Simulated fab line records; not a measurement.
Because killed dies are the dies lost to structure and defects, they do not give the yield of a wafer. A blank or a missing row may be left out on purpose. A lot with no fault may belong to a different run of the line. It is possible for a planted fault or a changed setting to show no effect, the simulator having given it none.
fab line records :: flow nand_harc
[record]
  lots = 6
  wafers = 18
  last_day = 32
route steps=1302 shown A_DECK1_JOINT@533 A_ONON_D2@545 END@1302
lots with no fault: from the same line, run without faults
start_h: hours from the record's first day to the start of the lot's first wafer shown :: wait_h: time in hours since the lot's previous step :: " as in the row above :: L1.1+2: several wafers, shown together as one row :: - either no value or no given start :: * or withheld: withheld :: < > ~ a bound
route shown NAME@n: a module of which the file shows steps, and the number in the route of the first :: usual: average and standard deviation across the fault-free wafers :: same: alike in all rows :: chamber/n: place in a boat :: sites: each site's reading :: _std_site: their standard deviation :: _edge_site: mean of outer sites minus mean of inner sites :: radius_mm: for every site, how far away it sits from the centre of the wafer :: mask NAME#n: copy n :: behind: the last tool/chamber to shape the wafer :: hold: reason for holding the lot/hours on hold/outcome of the hold :: device: names the non-switching transistor (n, p or np) :: end of line: the route-end tests of the same wafers :: step lacking rows: just its recipe :: killed: dies lost to structure and defects at the first sort, not the wafer's yield :: map: dies across one wafer; x = killed, . = not, _ = none there
set.NAME: setting as actually run; set.NAME@STEP: the setting as run at that earlier step :: model.NAME: the simulator's own value behind a step, which no gauge read
a table for each step, a row for each wafer; lots at some steps of the route
services: from which hour (start_h, from the record's first day; less than 0 if before it) a tool's chamber was out of use, for how many hours, and why
[[steps]]
[step NHARC_A_DECK1_JOINT_CVD_34]
[recipe]
  target_thk_a = 200
  temp_c = 700
  pressure_mtorr = 300
  material = SiNx
[step NHARC_A_DECK1_JOINT_DEP_06]
[recipe]
  target_thk_a = 800
  temp_c = 65
  material = SiOx
[step NHARC_A_DECK1_JOINT_CURE_26]
[recipe]
  temp_c = 150
  time_s = 32
  pressure_atm = 0.395
[step NHARC_A_DECK1_JOINT_ANNEAL_27]
[recipe]
  temp_c = 400
  time_s = 3600
  idle_temp_c = 300
  ramp_up_c_per_min = 10
  densification_p_h2o_torr = 640
[step NHARC_A_DECK1_JOINT_ANNEAL_28]
[recipe]
  temp_c = 500
  time_s = 1800
  idle_temp_c = 400
  ramp_up_c_per_min = 10
  densification_p_h2o_torr = 640
[step NHARC_A_DECK1_JOINT_ANNEAL_29]
[recipe]
  temp_c = 750
  time_s = 1800
  idle_temp_c = 500
  ramp_up_c_per_min = 10
  ramp_down_c_per_min = 3
[step NHARC_A_DECK1_JOINT_CMP_02]
[recipe]
  material = SiOx
[usual]
  motor_current_A = 11.5/1
lot.wafer: L289.1
tool: cmp-03
chamber: 0
start_h: 330.73
wait_h: 0.4
motor_current_A: 13.9

lot.wafer: L289.4
tool: cmp-03
chamber: 2
start_h: 330.73
wait_h: 0.4
motor_current_A: 11.3

lot.wafer: L289.6
tool: cmp-03
chamber: 0
start_h: 330.73
wait_h: 0.4
motor_current_A: 14.8

lot.wafer: L293.2
tool: cmp-03
chamber: 2
start_h: 381.30
wait_h: 0.4
motor_current_A: 11.2

lot.wafer: L293.1
tool: cmp-03
chamber: 3
start_h: 381.30
wait_h: 0.4
motor_current_A: 10.8

lot.wafer: L293.4
tool: cmp-03
chamber: 1
start_h: 381.30
wait_h: 0.4
motor_current_A: 11.2

lot.wafer: L296.2
tool: cmp-01
chamber: 1
start_h: 398.60
wait_h: 0.4
motor_current_A: 11.4

lot.wafer: L296.4
tool: cmp-01
chamber: 2
start_h: 398.60
wait_h: 0.4
motor_current_A: 11.6

lot.wafer: L296.1
tool: cmp-01
chamber: 0
start_h: 398.60
wait_h: 0.4
motor_current_A: 10.8

lot.wafer: L303.3
tool: cmp-03
chamber: 1
start_h: 467.12
wait_h: 0.4
motor_current_A: 11.3

lot.wafer: L303.4
tool: cmp-03
chamber: 2
start_h: 467.12
wait_h: 0.4
motor_current_A: 11.2

lot.wafer: L303.6
tool: cmp-03
chamber: 3
start_h: 467.12
wait_h: 0.4
motor_current_A: 10.2

lot.wafer: L305.1
tool: cmp-03
chamber: 2
start_h: 487.35
wait_h: 0.4
motor_current_A: 10.7

lot.wafer: L305.6
tool: cmp-03
chamber: 0
start_h: 487.35
wait_h: 0.4
motor_current_A: 14.9

lot.wafer: L305.5
tool: cmp-03
chamber: 1
start_h: 487.35
wait_h: 0.4
motor_current_A: 11.3

lot.wafer: L304.1
tool: cmp-02
chamber: 2
start_h: 487.35
wait_h: 0.4
motor_current_A: 11.6

lot.wafer: L304.3
tool: cmp-02
chamber: 3
start_h: 487.35
wait_h: 0.4
motor_current_A: 11.8

lot.wafer: L304.6
tool: cmp-02
chamber: 0
start_h: 487.35
wait_h: 0.4
motor_current_A: 11.8
[step NHARC_A_DECK1_JOINT_SRD_15]
[step NHARC_A_DECK1_JOINT_DEP_16]
[recipe]
  target_thk_a = 450
  temp_c = 400
  pressure_torr = 6.5
  rf_w = 900
  teos_flow_sccm = 161.4
  flow_sccm = 2650
  target_thk_nm = 45
  gas = O2
  material = SiO2
[usual]
  heater_power_w = 590/95
  throttle_valve_pct = 15.8/0.61
lot.wafer: L289.1
tool: pecvd-03
chamber: 2
start_h: 331.15
wait_h: 0.1
heater_power_w: 518
since_wet_clean_h: 133
throttle_valve_pct: 16.2

lot.wafer: L289.6
tool: pecvd-03
chamber: 0
start_h: 331.15
wait_h: 0.1
heater_power_w: 791
since_wet_clean_h: -
throttle_valve_pct: 17.1

lot.wafer: L289.4
tool: pecvd-03
chamber: 1
start_h: 331.15
wait_h: 0.1
heater_power_w: 541
since_wet_clean_h: -
throttle_valve_pct: 15.7

lot.wafer: L293.1
tool: pecvd-03
chamber: 0
start_h: 381.69
wait_h: 0.1
heater_power_w: 756
since_wet_clean_h: 2
throttle_valve_pct: 16.5

lot.wafer: L293.2
tool: pecvd-03
chamber: 1
start_h: 381.69
wait_h: 0.1
heater_power_w: 472
since_wet_clean_h: 2
throttle_valve_pct: 16.2

lot.wafer: L293.4
tool: pecvd-03
chamber: 0
start_h: 381.69
wait_h: 0.1
heater_power_w: 739
since_wet_clean_h: -
throttle_valve_pct: 16.1

lot.wafer: L296.2
tool: pecvd-03
chamber: 0
start_h: 398.99
wait_h: 0.1
heater_power_w: 771
since_wet_clean_h: 20
throttle_valve_pct: 16.4

lot.wafer: L296.1
tool: pecvd-03
chamber: 2
start_h: 398.99
wait_h: 0.1
heater_power_w: 615
since_wet_clean_h: 20
throttle_valve_pct: 16.8

lot.wafer: L296.4
tool: pecvd-03
chamber: 1
start_h: 398.99
wait_h: 0.1
heater_power_w: 432
since_wet_clean_h: -
throttle_valve_pct: 16.2

lot.wafer: L303.3
tool: pecvd-02
chamber: 2
start_h: 467.51
wait_h: 0.1
heater_power_w: 743
since_wet_clean_h: 45
throttle_valve_pct: 14.7

lot.wafer: L303.4
tool: pecvd-02
chamber: 0
start_h: 467.51
wait_h: 0.1
heater_power_w: 534
since_wet_clean_h: -
throttle_valve_pct: 15.3

lot.wafer: L303.6
tool: pecvd-02
chamber: 2
start_h: 467.51
wait_h: 0.1
heater_power_w: 749
since_wet_clean_h: -
throttle_valve_pct: 14.6

lot.wafer: L304.3
tool: pecvd-04
chamber: 2
start_h: 487.69
wait_h: 0.1
heater_power_w: 513
since_wet_clean_h: 25
throttle_valve_pct: 15.6

lot.wafer: L304.1
tool: pecvd-04
chamber: 1
start_h: 487.69
wait_h: 0.1
heater_power_w: 553
since_wet_clean_h: 25
throttle_valve_pct: 15.3

lot.wafer: L304.6
tool: pecvd-04
chamber: 0
start_h: 487.69
wait_h: 0.1
heater_power_w: 445
since_wet_clean_h: -
throttle_valve_pct: 15.3

lot.wafer: L305.1
tool: pecvd-02
chamber: 1
start_h: 487.74
wait_h: 0.1
heater_power_w: 554
since_wet_clean_h: 65
throttle_valve_pct: 15.3

lot.wafer: L305.5
tool: pecvd-02
chamber: 2
start_h: 487.74
wait_h: 0.1
heater_power_w: 614
since_wet_clean_h: -
throttle_valve_pct: 15.0

lot.wafer: L305.6
tool: pecvd-02
chamber: 1
start_h: 487.74
wait_h: 0.1
heater_power_w: 551
since_wet_clean_h: -
throttle_valve_pct: 15.0
[step NHARC_A_DECK1_JOINT_THK_MEAS_17]
[recipe]
  thk_meas_gauge = ellipsometry
[usual]
  thk_nm = 44.9/1.1
lot.wafer: L289.1
tool: film_metro-02
chamber: -
start_h: 331.38
wait_h: 0.2
thk_nm: 43.1

lot.wafer: L289.4
tool: film_metro-02
chamber: -
start_h: 331.38
wait_h: 0.2
thk_nm: 45.7

lot.wafer: L289.6
tool: film_metro-02
chamber: -
start_h: 331.38
wait_h: 0.2
thk_nm: 45.6

lot.wafer: L293.1
tool: film_metro-01
chamber: -
start_h: 381.97
wait_h: 0.3
thk_nm: 45.3

lot.wafer: L293.2
tool: film_metro-01
chamber: -
start_h: 381.97
wait_h: 0.3
thk_nm: 45.4

lot.wafer: L293.4
tool: film_metro-01
chamber: -
start_h: 381.97
wait_h: 0.3
thk_nm: 45.4

lot.wafer: L296.1
tool: film_metro-02
chamber: -
start_h: 399.27
wait_h: 0.2
thk_nm: 44.2

lot.wafer: L296.2
tool: film_metro-02
chamber: -
start_h: 399.27
wait_h: 0.2
thk_nm: 44.3

lot.wafer: L296.4
tool: film_metro-02
chamber: -
start_h: 399.27
wait_h: 0.2
thk_nm: 46.2

lot.wafer: L303.3
tool: film_metro-01
chamber: -
start_h: 467.74
wait_h: 0.2
thk_nm: 42.9

lot.wafer: L303.4
tool: film_metro-01
chamber: -
start_h: 467.74
wait_h: 0.2
thk_nm: 44.4

lot.wafer: L303.6
tool: film_metro-01
chamber: -
start_h: 467.74
wait_h: 0.2
thk_nm: 45.4

lot.wafer: L305.1
tool: film_metro-01
chamber: -
start_h: 487.97
wait_h: 0.2
thk_nm: 45.6

lot.wafer: L305.5
tool: film_metro-01
chamber: -
start_h: 487.97
wait_h: 0.2
thk_nm: 43.5

lot.wafer: L305.6
tool: film_metro-01
chamber: -
start_h: 487.97
wait_h: 0.2
thk_nm: 44.3

lot.wafer: L304.1
tool: film_metro-02
chamber: -
start_h: 487.97
wait_h: 0.2
thk_nm: 42.6

lot.wafer: L304.3
tool: film_metro-02
chamber: -
start_h: 487.97
wait_h: 0.2
thk_nm: 47.1

lot.wafer: L304.6
tool: film_metro-02
chamber: -
start_h: 487.97
wait_h: 0.2
thk_nm: 44.8
[step NHARC_A_DECK1_JOINT_INSPECT_05]
[usual]
  raw_defect_count = 290/120
lot.wafer: L289.1
tool: defect_inspect-02
chamber: -
start_h: 331.41
wait_h: 0.0
raw_defect_count: 171

lot.wafer: L289.4
tool: defect_inspect-02
chamber: -
start_h: 331.41
wait_h: 0.0
raw_defect_count: 196

lot.wafer: L289.6
tool: defect_inspect-02
chamber: -
start_h: 331.41
wait_h: 0.0
raw_defect_count: 274

lot.wafer: L293.1
tool: defect_inspect-02
chamber: -
start_h: 382.00
wait_h: 0.0
raw_defect_count: 264

lot.wafer: L293.2
tool: defect_inspect-02
chamber: -
start_h: 382.00
wait_h: 0.0
raw_defect_count: 241

lot.wafer: L293.4
tool: defect_inspect-02
chamber: -
start_h: 382.00
wait_h: 0.0
raw_defect_count: 299

lot.wafer: L296.1
tool: defect_inspect-02
chamber: -
start_h: 399.31
wait_h: 0.0
raw_defect_count: 202

lot.wafer: L296.2
tool: defect_inspect-02
chamber: -
start_h: 399.31
wait_h: 0.0
raw_defect_count: 305

lot.wafer: L296.4
tool: defect_inspect-02
chamber: -
start_h: 399.31
wait_h: 0.0
raw_defect_count: 261

lot.wafer: L303.3
tool: defect_inspect-02
chamber: -
start_h: 467.77
wait_h: 0.0
raw_defect_count: 260

lot.wafer: L303.4
tool: defect_inspect-02
chamber: -
start_h: 467.77
wait_h: 0.0
raw_defect_count: 242

lot.wafer: L303.6
tool: defect_inspect-02
chamber: -
start_h: 467.77
wait_h: 0.0
raw_defect_count: 327

lot.wafer: L305.1
tool: defect_inspect-02
chamber: -
start_h: 488.00
wait_h: 0.0
raw_defect_count: 625

lot.wafer: L305.5
tool: defect_inspect-02
chamber: -
start_h: 488.00
wait_h: 0.0
raw_defect_count: 462

lot.wafer: L305.6
tool: defect_inspect-02
chamber: -
start_h: 488.00
wait_h: 0.0
raw_defect_count: 577

lot.wafer: L304.1
tool: defect_inspect-01
chamber: -
start_h: 488.00
wait_h: 0.0
raw_defect_count: 328

lot.wafer: L304.3
tool: defect_inspect-01
chamber: -
start_h: 488.00
wait_h: 0.0
raw_defect_count: 434

lot.wafer: L304.6
tool: defect_inspect-01
chamber: -
start_h: 488.00
wait_h: 0.0
raw_defect_count: 301
[step NHARC_A_ONON_D2_DEP_00]
[recipe]
  target_thk_a = 10000
  n2_flow_sccm = 2750
  n2o_flow_sccm = 2000
  nh3_flow_sccm = 500
  sih4_flow_sccm = 210
  temp_c = 400
[usual]
  n2_flow_sccm = 2750/8.3
lot.wafer: L289.1
tool: pecvd_onon-04
chamber: 0
start_h: 331.48
wait_h: 0.1
n2_flow_sccm: 2741

lot.wafer: L289.4
tool: pecvd_onon-04
chamber: 0
start_h: 331.48
wait_h: 0.1
n2_flow_sccm: 2756

lot.wafer: L289.6
tool: pecvd_onon-04
chamber: 0
start_h: 331.48
wait_h: 0.1
n2_flow_sccm: 2742

lot.wafer: L293.1
tool: pecvd_onon-04
chamber: 0
start_h: 382.07
wait_h: 0.1
n2_flow_sccm: 2748

lot.wafer: L293.2
tool: pecvd_onon-04
chamber: 0
start_h: 382.07
wait_h: 0.1
n2_flow_sccm: 2758

lot.wafer: L293.4
tool: pecvd_onon-04
chamber: 0
start_h: 382.07
wait_h: 0.1
n2_flow_sccm: 2732

lot.wafer: L296.1
tool: pecvd_onon-04
chamber: 0
start_h: 399.38
wait_h: 0.1
n2_flow_sccm: 2751

lot.wafer: L296.2
tool: pecvd_onon-04
chamber: 0
start_h: 399.38
wait_h: 0.1
n2_flow_sccm: 2754

lot.wafer: L296.4
tool: pecvd_onon-04
chamber: 0
start_h: 399.38
wait_h: 0.1
n2_flow_sccm: 2757

lot.wafer: L303.3
tool: pecvd_onon-04
chamber: 0
start_h: 467.96
wait_h: 0.2
n2_flow_sccm: 2764

lot.wafer: L303.4
tool: pecvd_onon-04
chamber: 0
start_h: 467.96
wait_h: 0.2
n2_flow_sccm: 2756

lot.wafer: L303.6
tool: pecvd_onon-04
chamber: 0
start_h: 467.96
wait_h: 0.2
n2_flow_sccm: 2757

lot.wafer: L305.1
tool: pecvd_onon-04
chamber: 0
start_h: 488.07
wait_h: 0.1
n2_flow_sccm: 2767

lot.wafer: L305.5
tool: pecvd_onon-04
chamber: 0
start_h: 488.07
wait_h: 0.1
n2_flow_sccm: 2761

lot.wafer: L305.6
tool: pecvd_onon-04
chamber: 0
start_h: 488.07
wait_h: 0.1
n2_flow_sccm: 2769

lot.wafer: L304.1
tool: pecvd_onon-03
chamber: 0
start_h: 488.07
wait_h: 0.1
n2_flow_sccm: 2737

lot.wafer: L304.3
tool: pecvd_onon-03
chamber: 0
start_h: 488.07
wait_h: 0.1
n2_flow_sccm: 2745

lot.wafer: L304.6
tool: pecvd_onon-03
chamber: 0
start_h: 488.07
wait_h: 0.1
n2_flow_sccm: 2757
[step NHARC_A_ONON_D2_THK_MEAS_02]
[recipe]
  thk_meas_gauge = ellipsometry
[usual]
  thk_nm = 1004/7.1
lot.wafer: L289.1
tool: film_metro-01
chamber: -
start_h: 331.99
wait_h: -
thk_nm: 999

lot.wafer: L289.4
tool: film_metro-01
chamber: -
start_h: 331.99
wait_h: -
thk_nm: 998

lot.wafer: L289.6
tool: film_metro-01
chamber: -
start_h: 331.99
wait_h: -
thk_nm: 999

lot.wafer: L293.1
tool: film_metro-01
chamber: -
start_h: 382.58
wait_h: -
thk_nm: 994

lot.wafer: L293.2
tool: film_metro-01
chamber: -
start_h: 382.58
wait_h: -
thk_nm: 995

lot.wafer: L293.4
tool: film_metro-01
chamber: -
start_h: 382.58
wait_h: -
thk_nm: 1598

lot.wafer: L296.1
tool: film_metro-01
chamber: -
start_h: 399.89
wait_h: -
thk_nm: 1006

lot.wafer: L296.2
tool: film_metro-01
chamber: -
start_h: 399.89
wait_h: -
thk_nm: 1007

lot.wafer: L296.4
tool: film_metro-01
chamber: -
start_h: 399.89
wait_h: -
thk_nm: 1608

lot.wafer: L303.3
tool: film_metro-01
chamber: -
start_h: 468.35
wait_h: -
thk_nm: 1006

lot.wafer: L303.4
tool: film_metro-01
chamber: -
start_h: 468.35
wait_h: -
thk_nm: 1005

lot.wafer: L303.6
tool: film_metro-01
chamber: -
start_h: 468.35
wait_h: -
thk_nm: 1006

lot.wafer: L305.1
tool: film_metro-01
chamber: -
start_h: 488.58
wait_h: -
thk_nm: 1002

lot.wafer: L305.5
tool: film_metro-01
chamber: -
start_h: 488.58
wait_h: -
thk_nm: 1002

lot.wafer: L305.6
tool: film_metro-01
chamber: -
start_h: 488.58
wait_h: -
thk_nm: 1003

lot.wafer: L304.1
tool: film_metro-02
chamber: -
start_h: 488.59
wait_h: -
thk_nm: 1001

lot.wafer: L304.3
tool: film_metro-02
chamber: -
start_h: 488.59
wait_h: -
thk_nm: 1001

lot.wafer: L304.6
tool: film_metro-02
chamber: -
start_h: 488.59
wait_h: -
thk_nm: 1000
[step NHARC_A_ONON_D2_DEP_03]
[recipe]
  target_thk_a = 10000
  n2_flow_sccm = 2750
  n2o_flow_sccm = 2000
  nh3_flow_sccm = 500
  sih4_flow_sccm = 210
  temp_c = 400
[step NHARC_END_SORT_01]
[recipe]
  temp_c = 25
[usual]
  killed_at_array = 55/19
  killed_at_other = 0.8/1.1
  killed_at_periphery = 4.0/2.6
  killed_dies = 60/20
  killed_open = 3.4/1.7
  killed_short = 2.6/1.5
[same]
  gross_dies = 677
lot.wafer: L293.4
tool: prober-02
chamber: 0
start_h: 677.05
wait_h: 3.5
killed_at_array: 676
killed_at_other: 0
killed_at_periphery: 1
killed_dies: 677
killed_open: 1
killed_short: 2

lot.wafer: L296.4
tool: prober-01
chamber: 0
start_h: 684.86
wait_h: 3.4
killed_at_array: 671
killed_at_other: 1
killed_at_periphery: 5
killed_dies: 677
killed_open: 1
killed_short: 3
// killed by level:class
L293.4 A_ONON_D2:area_dep=630 A_CHANNEL_HOLE_D1:chamber_film_flake=26 A_STAIRCASE:chamber_film_flake=8 A_SGD_CUT:chamber_film_flake=2 A_CHANNEL_HOLE_D2:chamber_film_flake=2 A_SLIT:chamber_film_flake=2 A_CHANNEL_FILL_D1:geometric_particle:short=1 A_ONON_D2:geometric_particle:short=1
L296.4 A_ONON_D2:area_dep=614 A_SLIT:chamber_film_flake=31 A_CHANNEL_HOLE_D1:chamber_film_flake=7 A_CHANNEL_HOLE_D2:chamber_film_flake=5 A_M1:chamber_film_flake=4 A_WL_FILL:chamber_film_flake=3 P_M2:chamber_film_flake=2 A_STAIRCASE:chamber_film_flake=2
// map L293.4 (x killed, . not)
____________x____________
_________xxxxxxx_________
_______xxxxxxxxxxx_______
______xxxxxxxxxxxxx______
_____xxxxxxxxxxxxxxx_____
____xxxxxxxxxxxxxxxxx____
____xxxxxxxxxxxxxxxxx____
___xxxxxxxxxxxxxxxxxxx___
___xxxxxxxxxxxxxxxxxxx___
__xxxxxxxxxxxxxxxxxxxxx__
__xxxxxxxxxxxxxxxxxxxxx__
_xxxxxxxxxxxxxxxxxxxxxxx_
_xxxxxxxxxxxxxxxxxxxxxxx_
_xxxxxxxxxxxxxxxxxxxxxxx_
_xxxxxxxxxxxxxxxxxxxxxxx_
_xxxxxxxxxxxxxxxxxxxxxxx_
xxxxxxxxxxxxxxxxxxxxxxxxx
xxxxxxxxxxxxxxxxxxxxxxxxx
xxxxxxxxxxxxxxxxxxxxxxxxx
xxxxxxxxxxxxxxxxxxxxxxxxx
xxxxxxxxxxxxxxxxxxxxxxxxx
_xxxxxxxxxxxxxxxxxxxxxxx_
_xxxxxxxxxxxxxxxxxxxxxxx_
_xxxxxxxxxxxxxxxxxxxxxxx_
_xxxxxxxxxxxxxxxxxxxxxxx_
_xxxxxxxxxxxxxxxxxxxxxxx_
__xxxxxxxxxxxxxxxxxxxxx__
__xxxxxxxxxxxxxxxxxxxxx__
___xxxxxxxxxxxxxxxxxxx___
___xxxxxxxxxxxxxxxxxxx___
____xxxxxxxxxxxxxxxxx____
____xxxxxxxxxxxxxxxxx____
_____xxxxxxxxxxxxxxx_____
______xxxxxxxxxxxxx______
_______xxxxxxxxxxx_______
_________xxxxxxx_________
____________x____________
// map L296.4 (x killed, . not)
____________x____________
_________xxxxxxx_________
_______xxxxxxxxxxx_______
______xxxxxxxxxxxxx______
_____xxxxxxxxxxxxxxx_____
____xxxxxxxxxxxxxxxxx____
____xxxxxxxxxxxxxxxxx____
___xxxxxxxxxxxxxxxxxxx___
___xxxxxxxxxxxxxxxxxxx___
__xxxxxxxxxxxxxxxxxxxxx__
__xxxxxxxxxxxxxxxxxxxxx__
_xxxxxxxxxxxxxxxxxxxxxxx_
_xxxxxxxxxxxxxxxxxxxxxxx_
_xxxxxxxxxxxxxxxxxxxxxxx_
_xxxxxxxxxxxxxxxxxxxxxxx_
_xxxxxxxxxxxxxxxxxxxxxxx_
xxxxxxxxxxxxxxxxxxxxxxxxx
xxxxxxxxxxxxxxxxxxxxxxxxx
xxxxxxxxxxxxxxxxxxxxxxxxx
xxxxxxxxxxxxxxxxxxxxxxxxx
xxxxxxxxxxxxxxxxxxxxxxxxx
_xxxxxxxxxxxxxxxxxxxxxxx_
_xxxxxxxxxxxxxxxxxxxxxxx_
_xxxxxxxxxxxxxxxxxxxxxxx_
_xxxxxxxxxxxxxxxxxxxxxxx_
_xxxxxxxxxxxxxxxxxxxxxxx_
__xxxxxxxxxxxxxxxxxxxxx__
__xxxxxxxxxxxxxxxxxxxxx__
___xxxxxxxxxxxxxxxxxxx___
___xxxxxxxxxxxxxxxxxxx___
____xxxxxxxxxxxxxxxxx____
____xxxxxxxxxxxxxxxxx____
_____xxxxxxxxxxxxxxx_____
______xxxxxxxxxxxxx______
_______xxxxxxxxxxx_______
_________xxxxxxx_________
____________x____________
[[services]]
tool: pecvd_onon-04
chamber: -
start_h: 311.00
hours: 13.0
kind: pm

tool: pecvd-04
chamber: -
start_h: 313.03
hours: 0.6
kind: repair

tool: pecvd-04
chamber: -
start_h: 319.65
hours: 0.9
kind: repair

tool: pecvd-04
chamber: 1
start_h: 322.90
hours: 18.7
kind: repair

tool: cmp-02
chamber: -
start_h: 330.50
hours: 4.0
kind: pm

tool: cmp-03
chamber: -
start_h: 343.09
hours: 0.4
kind: repair

tool: cmp-01
chamber: -
start_h: 350.33
hours: 4.3
kind: repair

tool: cmp-03
chamber: -
start_h: 358.33
hours: 4.0
kind: pm

tool: pecvd_onon-03
chamber: -
start_h: 361.56
hours: 11.3
kind: repair

tool: pecvd-02
chamber: -
start_h: 363.02
hours: 1.0
kind: repair

tool: pecvd-03
chamber: -
start_h: 366.43
hours: 13.0
kind: pm

tool: cmp-03
chamber: -
start_h: 378.63
hours: 2.0
kind: repair

tool: cmp-01
chamber: -
start_h: 382.03
hours: 4.0
kind: pm

tool: pecvd-02
chamber: -
start_h: 397.18
hours: 0.7
kind: repair

tool: cmp-01
chamber: -
start_h: 399.67
hours: 2.2
kind: repair

tool: cmp-01
chamber: -
start_h: 404.79
hours: 8.0
kind: repair

tool: pecvd_onon-03
chamber: -
start_h: 408.34
hours: 13.0
kind: pm

tool: pecvd-02
chamber: -
start_h: 409.62
hours: 13.0
kind: pm

tool: cmp-02
chamber: -
start_h: 428.50
hours: 4.0
kind: pm

tool: pecvd-04
chamber: -
start_h: 450.12
hours: 13.0
kind: pm

tool: cmp-02
chamber: -
start_h: 452.40
hours: 1.7
kind: repair

tool: cmp-03
chamber: -
start_h: 453.92
hours: 3.0
kind: repair

tool: cmp-03
chamber: -
start_h: 474.58
hours: 0.8
kind: repair

tool: cmp-03
chamber: -
start_h: 483.79
hours: 3.0
kind: repair
[[key]]
[first_sign]
  step = NHARC_A_ONON_D2_THK_MEAS_02
  reading = thk_nm
  direction = up
  sigmas = 84
  usual = 1004
  struck = 1603
[effect]
  step = NHARC_END_SORT_01
  reading = killed_at_array
  direction = up
  sigmas = 32
  usual = 55
  struck = 674
[more_kills_born_at]
  NHARC_A_ONON_D2_DEP_00@pecvd_onon-04 = 1244
met_at NHARC_A_ONON_D2_DEP_00
struck_wafers L293.4,L296.4
later_rows_left_out L293.4,L296.4
tester_left_out L293,L296
onset_between 331.48 382.07
[fault]
  kind = process_parameter_drift
  tool = pecvd_onon-04
  chamber = -
  onset_h = 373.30
  steps = NHARC_A_ONON_D2_DEP_00
  channel = target_thk_a
  offset = *
  shape = step
  end_h = 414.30
  scope = struck_wafers_only
  acts_in = *
  stated = *
// tester_left_out: of these lots the tester's yield and bins aren't shown, on N5 and GAA mostly nor the transistor test; their killed dies are dies lost to structure and defects alone, not to doping, threshold or leakage, so they don't give the yield
// later_rows_left_out: the simulator's readings of these wafers behind a module that went badly wrong aren't trusted and aren't shown, but for the sort
